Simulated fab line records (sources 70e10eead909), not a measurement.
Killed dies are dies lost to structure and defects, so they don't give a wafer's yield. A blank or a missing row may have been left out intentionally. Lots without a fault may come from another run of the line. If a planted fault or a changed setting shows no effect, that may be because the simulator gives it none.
Which tool did it?	flow nand_harc	Sampling: 24 lots, 72 wafers, 6 of 1159 route steps

WHAT EACH GAUGE READ, for each wafer
NHARC_P_M0_INSPECT_27.
lot	measured	on	raw_defect_count
L074	day 6 08:11	defect_inspect-01	110 157 269
L075	day 6 05:46	defect_inspect-01	304 242 240
L076	day 6 11:20	defect_inspect-01	216 210 223
L077	day 7 00:17	defect_inspect-02	199 301 335
L078	day 6 22:57	defect_inspect-01	275 147 194
L079	day 7 00:45	defect_inspect-02	304 236 355
L080	day 7 11:40	defect_inspect-02	422 286 301
L081	day 8 01:15	defect_inspect-01	272 446 312
L082	day 8 02:31	defect_inspect-01	169 248 337
L083	day 8 01:25	defect_inspect-01	431 349 238
L084	day 8 23:10	defect_inspect-01	251 207 348
L085	day 9 01:59	defect_inspect-02	180 224 158
L086	day 9 01:18	defect_inspect-01	156 155 220
L087	day 9 02:07	defect_inspect-01	370 238 202
L088	day 9 19:31	defect_inspect-01	258 362 241
L089	day 9 18:02	defect_inspect-01	312 242 372
L090	day 9 19:02	defect_inspect-01	258 220 298
L091	day 10 01:38	defect_inspect-02	377 324 258
L092	day 10 08:16	defect_inspect-02	388 434 427
L093	day 10 17:27	defect_inspect-02	237 348 351
L094	day 10 22:50	defect_inspect-02	519 351 568
L095	day 10 22:16	defect_inspect-01	416 512 329
L096	day 11 18:49	defect_inspect-01	382 251 286
L097	day 11 18:59	defect_inspect-01	302 340 211

TOOL THAT RAN EACH LOT (tool first, then ch and the chambers of the sampled wafers, then the start)
lot	NHARC_P_ZERO_WELL_DESCUM_54	NHARC_P_GATE_STRIP_111	NHARC_P_CONTACT_CMP_01	NHARC_P_CONTACT_DESCUM_17	NHARC_P_CONTACT_DEGAS_38
L074	rie_diel-13 ch 0,2,3, day 1 17:50	plasma_asher-02 ch 0,1, day 5 12:01	cmp-03 ch 2,3, day 5 20:32	rie_diel-09 ch 1,2,3, day 5 21:34	pvd_sputter-02, day 5 23:13
L075	rie_diel-13 ch 0,3, day 1 23:53	plasma_asher-02 ch 0,1, day 5 10:57	cmp-04 ch 0,2,3, day 5 19:02	rie_diel-11 ch 0,1,3, day 5 20:04	pvd_sputter-03, day 5 21:38
L076	rie_diel-04 ch 0,1, day 2 05:55	plasma_asher-02 ch 0,1, day 5 18:35	cmp-03 ch 0,1,2, day 6 01:20	rie_diel-11 ch 0,2,3, day 6 02:12	pvd_sputter-03, day 6 03:47
L077	rie_diel-04 ch 0,1,3, day 2 12:02	plasma_asher-01 ch 0,1, day 6 02:38	cmp-04 ch 1,2,3, day 6 09:29	rie_diel-02 ch 0,1,3, day 6 10:22	pvd_sputter-03, day 6 12:00
L078	rie_diel-04 ch 0,3, day 2 18:04	plasma_asher-02 ch 0,1, day 6 01:52	cmp-03 ch 1,3, day 6 08:42	rie_diel-11 ch 0,2, day 6 09:42	pvd_sputter-01, day 6 11:17
L079	rie_diel-13 ch 1,2, day 2 23:52	plasma_asher-01 ch 0,1, day 6 08:52	cmp-04 ch 2,3, day 6 16:15	rie_diel-11 ch 0,2, day 6 17:09	pvd_sputter-01, day 6 18:44
L080	rie_diel-04 ch 1,3, day 3 05:40	plasma_asher-02 ch 0,1, day 6 18:25	cmp-04 ch 0,1, day 7 01:17	rie_diel-09 ch 0,1,2, day 7 02:10	pvd_sputter-01, day 7 03:43
L081	rie_diel-13 ch 2,3, day 3 11:41	plasma_asher-01 ch 0,1, day 7 09:46	cmp-01 ch 0,2, day 7 16:25	rie_diel-09 ch 0,1,3, day 7 17:27	pvd_sputter-03, day 7 19:14
L082	rie_diel-12 ch 0,2,3, day 3 18:06	plasma_asher-01 ch 0,1, day 7 10:22	cmp-03 ch 0,1,3, day 7 17:42	rie_diel-09 ch 0,2,3, day 7 18:40	pvd_sputter-02, day 7 20:20
L083	rie_diel-13 ch 0,2, day 3 23:56	plasma_asher-02 ch 0,1, day 7 09:53	cmp-03 ch 0,1,2, day 7 16:49	rie_diel-11 ch 0,1,2, day 7 17:47	pvd_sputter-02, day 7 19:23
L084	rie_diel-04 ch 0,1,3, day 4 06:04	plasma_asher-02 ch 0,1, day 8 04:18	cmp-04 ch 1,2, day 8 11:13	rie_diel-11 ch 1,2,3, day 8 12:08	pvd_sputter-02, day 8 13:43
L085	rie_diel-04 ch 1,3, day 4 12:16	plasma_asher-01 ch 0,1, day 8 09:32	cmp-03 ch 0,2,3, day 8 16:21	rie_diel-11 ch 0,1,2, day 8 17:20	pvd_sputter-02, day 8 18:56
L086	rie_diel-13 ch 0,2,3, day 4 23:14	plasma_asher-02 ch 0,1, day 8 09:17	cmp-01 ch 0,2,3, day 8 16:01	rie_diel-09 ch 1,2,3, day 8 16:55	pvd_sputter-01, day 8 18:31
L087	rie_diel-04 ch 1,2,3, day 5 00:03	plasma_asher-01 ch 0,1, day 8 10:49	cmp-01 ch 0,1,3, day 8 17:23	rie_diel-09 ch 0,1,2, day 8 18:16	pvd_sputter-03, day 8 19:50
L088	rie_diel-12 ch 1,2, day 5 05:57	plasma_asher-02 ch 0,1, day 9 04:16	cmp-03 ch 0,2, day 9 11:29	rie_diel-11 ch 0,2, day 9 12:32	pvd_sputter-03, day 9 14:07
L089	rie_diel-12 ch 1,2,3, day 5 11:55	plasma_asher-01 ch 0,1, day 9 03:26	cmp-01 ch 0,2,3, day 9 10:16	rie_diel-11 ch 2,3, day 9 11:17	pvd_sputter-03, day 9 12:56
L090	rie_diel-13 ch 1,3, day 5 17:56	plasma_asher-01 ch 0,1, day 9 04:10	cmp-01 ch 0,1,2, day 9 11:13	rie_diel-09 ch 0,1,3, day 9 12:08	pvd_sputter-02, day 9 13:49
L091	rie_diel-13 ch 1,3, day 6 00:07	plasma_asher-02 ch 0,1, day 9 09:58	cmp-04 ch 1,2, day 9 16:23	rie_diel-09 ch 0,1,2, day 9 17:19	pvd_sputter-02, day 9 18:53
L092	rie_diel-04 ch 0,1,3, day 6 05:49	plasma_asher-02 ch 0,1, day 9 17:48	cmp-03 ch 0,1, day 10 00:23	rie_diel-09 ch 1,3, day 10 01:27	pvd_sputter-03, day 10 03:02
L093	rie_diel-04 ch 1,2,3, day 6 11:54	plasma_asher-01 ch 0,1, day 10 01:01	cmp-01 ch 0,2,3, day 10 08:09	rie_diel-09 ch 0,3, day 10 08:59	pvd_sputter-02, day 10 10:52
L094	rie_diel-13 ch 1,2,3, day 6 18:04	plasma_asher-01 ch 0, day 10 07:58	cmp-04 ch 0,2, day 10 14:58	rie_diel-11 ch 1,2, day 10 15:51	pvd_sputter-03, day 10 17:38
L095	rie_diel-12 ch 2,3, day 6 23:58	plasma_asher-02 ch 0, day 10 07:29	cmp-04 ch 1,2,3, day 10 14:19	rie_diel-09 ch 0,3, day 10 15:21	pvd_sputter-01, day 10 17:02
L096	rie_diel-12 ch 0,2,3, day 7 05:58	plasma_asher-01 ch 0,1, day 10 23:17	cmp-04 ch 0,1,3, day 11 06:34	rie_diel-09 ch 0,1,3, day 11 07:34	pvd_sputter-02, day 11 09:16
L097	rie_diel-13 ch 1,2,3, day 7 11:56	plasma_asher-01 ch 0,1, day 10 23:48	cmp-01 ch 0,1,2, day 11 06:45	rie_diel-02 ch 0,1,2, day 11 07:44	pvd_sputter-01, day 11 09:43
- NHARC_P_ZERO_WELL_DESCUM_54: chemistry O2, time 3 s.
- NHARC_P_GATE_STRIP_111: strips in N2/H2, time 250 s.
- NHARC_P_CONTACT_CMP_01: polishes SiO2, target thk 200 nm.
- NHARC_P_CONTACT_DESCUM_17: chemistry O2, time 3 s.
- NHARC_P_CONTACT_DEGAS_38: time 60 s.

WHAT THE TOOLS THEMSELVES READ (means of the sampled wafers that have a number; where no wafer has one, the mark that the record gives instead)
NHARC_P_ZERO_WELL_DESCUM_54.
lot	tool	drypump_motor_current_A (A)	o2_flow_sccm (sccm)	oes_product_au (a.u.)	rf_vpp_V (V)	showerhead_plenum_p_Torr (Torr)	throttle_valve_pct (%)
L074	rie_diel-13	5.9	200.3	1.003	56.7	1.82	11.319
L075	rie_diel-13	5.6	200.1	0.997	57.6	1.84	11.310
L076	rie_diel-04	5.7	200.0	0.988	58.3	1.92	11.306
L077	rie_diel-04	5.7	200.5	0.999	57.4	1.93	11.305
L078	rie_diel-04	5.9	199.5	0.997	57.8	1.92	11.312
L079	rie_diel-13	6.0	199.8	1.002	58.0	1.89	11.299
L080	rie_diel-04	5.8	200.0	0.994	58.5	1.94	11.311
L081	rie_diel-13	5.6	200.3	1.002	57.0	1.81	11.314
L082	rie_diel-12	6.2	199.6	0.997	57.3	1.96	11.308
L083	rie_diel-13	6.2	200.2	1.002	56.5	1.79	11.313
L084	rie_diel-04	5.7	200.0	0.991	57.3	1.93	11.304
L085	rie_diel-04	5.8	199.4	0.995	57.5	1.93	11.302
L086	rie_diel-13	5.9	200.4	1.002	57.7	1.82	11.316
L087	rie_diel-04	5.3	200.2	0.992	58.5	1.91	11.304
L088	rie_diel-12	6.1	200.0	1.003	57.1	1.86	11.310
L089	rie_diel-12	6.2	199.6	0.998	58.4	1.95	11.308
L090	rie_diel-13	5.3	200.0	1.010	58.5	1.89	11.305
L091	rie_diel-13	5.3	200.2	1.014	57.7	1.89	11.311
L092	rie_diel-04	5.7	200.0	1.001	58.0	1.93	11.310
L093	rie_diel-04	5.4	200.2	0.999	57.8	1.91	11.302
L094	rie_diel-13	5.6	199.7	1.002	58.1	1.86	11.311
L095	rie_diel-12	6.3	200.2	0.998	57.3	2.04	11.309
L096	rie_diel-12	6.1	200.7	0.996	57.8	1.96	11.313
L097	rie_diel-13	5.7	199.5	1.001	57.7	1.86	11.319

NHARC_P_GATE_STRIP_111.
lot	tool	drypump_motor_current_A (A)	heater_power_w (W)	rf_refl_power_W (W)	temp_c (C)
L074	plasma_asher-02	5.8	107	22	110.06
L075	plasma_asher-02	5.8	105	21	109.93
L076	plasma_asher-02	5.5	106	22	109.94
L077	plasma_asher-01	5.2	93	26	109.89
L078	plasma_asher-02	5.8	105	21	109.92
L079	plasma_asher-01	5.2	93	26	109.93
L080	plasma_asher-02	5.8	105	21	110.13
L081	plasma_asher-01	5.2	99	31	109.85
L082	plasma_asher-01	5.2	94	26	109.93
L083	plasma_asher-02	5.8	107	21	109.87
L084	plasma_asher-02	5.5	108	23	109.98
L085	plasma_asher-01	5.3	98	32	110.01
L086	plasma_asher-02	5.8	106	21	109.91
L087	plasma_asher-01	5.3	97	32	109.95
L088	plasma_asher-02	5.8	104	21	110.24
L089	plasma_asher-01	5.3	99	31	110.05
L090	plasma_asher-01	5.2	94	26	110.07
L091	plasma_asher-02	5.8	103	21	110.06
L092	plasma_asher-02	5.5	106	23	109.93
L093	plasma_asher-01	5.2	93	26	109.86
L094	plasma_asher-01	5.4	101	37	110.16
L095	plasma_asher-02	6.1	96	19	110.02
L096	plasma_asher-01	5.2	98	32	110.06
L097	plasma_asher-01	5.3	97	31	110.11

NHARC_P_CONTACT_CMP_01.
lot	tool	motor_current_A (A)
L074	cmp-03	11.3
L075	cmp-04	13.2
L076	cmp-03	11.9
L077	cmp-04	13.8
L078	cmp-03	11.8
L079	cmp-04	13.7
L080	cmp-04	12.5
L081	cmp-01	12.1
L082	cmp-03	11.8
L083	cmp-03	11.5
L084	cmp-04	13.4
L085	cmp-03	11.1
L086	cmp-01	11.7
L087	cmp-01	11.8
L088	cmp-03	11.8
L089	cmp-01	11.6
L090	cmp-01	11.8
L091	cmp-04	12.8
L092	cmp-03	11.7
L093	cmp-01	11.3
L094	cmp-04	13.0
L095	cmp-04	14.0
L096	cmp-04	12.8
L097	cmp-01	11.7

NHARC_P_CONTACT_DESCUM_17.
lot	tool	drypump_motor_current_A (A)	o2_flow_sccm (sccm)	oes_product_au (a.u.)	rf_vpp_V (V)	showerhead_plenum_p_Torr (Torr)	throttle_valve_pct (%)
L074	rie_diel-09	5.68	199.8	0.996	58.4	1.89	11.304
L075	rie_diel-11	5.60	199.6	0.992	57.1	1.87	11.312
L076	rie_diel-11	5.61	200.2	0.983	57.3	1.84	11.317
L077	rie_diel-02	5.59	200.0	1.001	57.7	1.81	11.315
L078	rie_diel-11	5.53	200.0	0.972	57.2	1.83	11.305
L079	rie_diel-11	5.52	200.3	0.976	58.2	1.83	11.312
L080	rie_diel-09	5.62	200.1	1.000	57.6	1.93	11.308
L081	rie_diel-09	5.54	200.1	0.997	57.7	1.94	11.316
L082	rie_diel-09	5.55	200.2	1.006	57.2	1.86	11.308
L083	rie_diel-11	5.49	199.7	0.982	57.8	1.85	11.312
L084	rie_diel-11	5.67	200.3	0.996	56.9	1.87	11.312
L085	rie_diel-11	5.49	200.1	0.995	56.8	1.85	11.307
L086	rie_diel-09	5.70	199.8	0.999	56.9	1.89	11.308
L087	rie_diel-09	5.63	200.6	0.992	58.1	1.93	11.304
L088	rie_diel-11	5.54	199.7	0.996	57.3	1.83	11.306
L089	rie_diel-11	5.70	200.5	0.989	57.5	1.84	11.314
L090	rie_diel-09	5.54	200.2	1.009	58.0	1.94	11.307
L091	rie_diel-09	5.64	200.5	0.997	57.4	1.93	11.313
L092	rie_diel-09	5.67	200.4	1.010	58.5	1.97	11.307
L093	rie_diel-09	5.49	199.6	1.005	57.8	1.86	11.309
L094	rie_diel-11	5.53	200.1	0.974	57.2	1.86	11.313
L095	rie_diel-09	5.43	199.4	1.002	57.6	1.90	11.312
L096	rie_diel-09	5.54	200.4	0.993	58.9	1.94	11.305
L097	rie_diel-02	5.52	199.7	1.000	57.1	1.94	11.305

NHARC_P_CONTACT_DEGAS_38.
lot	tool	heater_power_w (W)
L074	pvd_sputter-02	437
L075	pvd_sputter-03	499
L076	pvd_sputter-03	466
L077	pvd_sputter-03	499
L078	pvd_sputter-01	484
L079	pvd_sputter-01	497
L080	pvd_sputter-01	504
L081	pvd_sputter-03	456
L082	pvd_sputter-02	466
L083	pvd_sputter-02	446
L084	pvd_sputter-02	446
L085	pvd_sputter-02	409
L086	pvd_sputter-01	474
L087	pvd_sputter-03	470
L088	pvd_sputter-03	466
L089	pvd_sputter-03	480
L090	pvd_sputter-02	441
L091	pvd_sputter-02	468
L092	pvd_sputter-03	477
L093	pvd_sputter-02	450
L094	pvd_sputter-03	503
L095	pvd_sputter-01	517
L096	pvd_sputter-02	465
L097	pvd_sputter-01	512

THE ANSWER, worked out from the rows above alone
Rule: the lots themselves supply what counts as usual. The widest of any qualifying gaps counts: lots, ordered by their means at a reading, are off when they make up no more than a third of the lots, leave a main group of 4 or more, and stand apart from it by 3 or more times the standard deviation of that group's means. Not used: any main group whose means are identical at the precision the tables above print for the reading. Also off: a lot with no number at a reading for which 4 or more lots have one. The other lots that the step has rows for count as sound. After the gauges, taken in route order, come the tools' own readings; for these a lot's mean is taken, as printed above. The first step at which some lot is off is used, and at that step the reading that is off furthest; a lot without a number counts as furthest.
No lot is off on any of the readings shown, so nothing can be concluded from this.

WHAT THE SIMULATOR HAD PUT IN
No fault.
